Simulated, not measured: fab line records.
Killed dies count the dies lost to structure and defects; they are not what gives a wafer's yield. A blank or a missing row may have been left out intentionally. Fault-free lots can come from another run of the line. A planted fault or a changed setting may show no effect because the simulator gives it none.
Split-lot trial | flow n5Finfet | 7 lots, 21 wafers read, on a route of 1938 steps

SPLIT DETAILS
At N5_PMOS_HMC_CHANNEL_EPI_PEB_07 (peb time 60 s), the setting pebTempC was moved away from the recipe's 110 C on 4 of the 21 wafers read, by -3.2% to -1.4%. For the rest of the wafers, this setting stayed at what the recipe calls for.

SPLIT TO READING: what lies between them in the file, 1 step
- N5_PMOS_HMC_CHANNEL_EPI_DEVELOP_08: develop time 30 s

THE READING
cdNm (nm) at N5_PMOS_HMC_CHANNEL_EPI_CD_MEAS_09, where the cd target is 237.4 nm. A value of 237.4 nm with a standard deviation of 0.96 nm is what fault-free wafers of this fab line usually give.

wafer  | tool, chamber at the split | pebTempC as run, C | against the recipe | cdNm, nm | against lot-mates on the recipe
L074.2 | lithoTrack-02, 0           | 110                | recipe             | 236.4    | -
L074.3 | lithoTrack-02, 0           | 110                | recipe             | 236.9    | -
L074.4 | lithoTrack-02, 0           | 110                | recipe             | 235.6    | -
L075.3 | lithoTrack-01, 0           | 106.5              | -3.2%              | 225.9    | -11.4
L075.4 | lithoTrack-01, 0           | 110                | recipe             | 237.3    | -
L075.5 | lithoTrack-01, 0           | 106.5              | -3.2%              | 225.9    | -11.4
L076.2 | lithoTrack-01, 0           | 110                | recipe             | 237.3    | -
L076.5 | lithoTrack-01, 0           | 110                | recipe             | 238.7    | -
L076.6 | lithoTrack-01, 0           | 110                | recipe             | 239.6    | -
L087.1 | lithoTrack-01, 0           | 110                | recipe             | 237.3    | -
L087.2 | lithoTrack-01, 0           | 110                | recipe             | 237.4    | -
L087.4 | lithoTrack-01, 0           | 110                | recipe             | 236.0    | -
L093.2 | lithoTrack-03, 0           | 108.5              | -1.4%              | 235.3    | -2.1
L093.3 | lithoTrack-03, 0           | 108.5              | -1.4%              | 232.4    | -5.0
L093.4 | lithoTrack-03, 0           | 110                | recipe             | 237.4    | -
L094.1 | lithoTrack-01, 0           | 110                | recipe             | 238.8    | -
L094.2 | lithoTrack-01, 0           | 110                | recipe             | 237.6    | -
L094.5 | lithoTrack-01, 0           | 110                | recipe             | 238.4    | -
L095.3 | lithoTrack-02, 0           | 110                | recipe             | 237.3    | -
L095.4 | lithoTrack-02, 0           | 110                | recipe             | 237.2    | -
L095.5 | lithoTrack-02, 0           | 110                | recipe             | 238.1    | -

FIT RESULTS
A straight line over all 21 wafers: cdNm changes by +3.52 nm for each +1% of pebTempC; r = +0.96; the points scatter about the line by 1.1 nm.
The same after taking each lot's own level away (the mean of its wafers on the recipe; 21 wafers): +3.46 nm for each +1%; r = +0.97; scatter 0.83 nm.
According to that fit, moving pebTempC by its largest amount changes the reading by 11 nm.
Measured against the standard deviation above, the lots' own levels, which go from 236.30 to 238.53 nm, span 2.3 times it.
The two slopes agree, so the slope changes little with the lot-to-lot level.
Check: for one of the wafers moved furthest among these (-3.2%), held out of the fit, the line's prediction against its lot-mates is -10.6 nm. Against them it came out at -11.4 nm.

THESE WAFERS: OTHER SPLITS
Other splits were also applied to these wafers ahead of the reading. Each is held against what the fit with the lots' levels taken away leaves over:
other split on the same wafers | wafers away from the commonest value | r with cdNm (lot level and that fit taken away)
N5_ZERO_LAYER_PECVD_02 timeS   | 7                                    | -0.26

THE WHOLE CHAIN: every reading that the file lists as answering this split, in the file's order
step                               | what it does                                                           | reading                                                                    | change (the file's fit)              | r (the file's)
N5_PMOS_HMC_CHANNEL_EPI_CD_MEAS_09 | target cd 237.4 nm                                                     | cdNm                                                                       | +3.44 nm for each +1% of the setting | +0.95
N5_PMOS_HMC_CHANNEL_EPI_DESCUM_14  | chemistry O2, time 7.9 s                                               | PMOS_HMC_CHANNEL_EPI.cdNm (the simulator's own value, which no gauge read) | +3.5 nm for each +1% of the setting  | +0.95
N5_PMOS_HMC_CHANNEL_EPI_ETCH_32    | etches BARC in N2/H2, stops on SiO2, target depth 85.8 nm, time 50.3 s | PMOS_HMC_CHANNEL_EPI.cdNm (the simulator's own value, which no gauge read) | +3.6 nm for each +1% of the setting  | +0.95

FILE'S OWN FIT
cdNm changes by +3.44 nm for each +1% of pebTempC, r = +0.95.
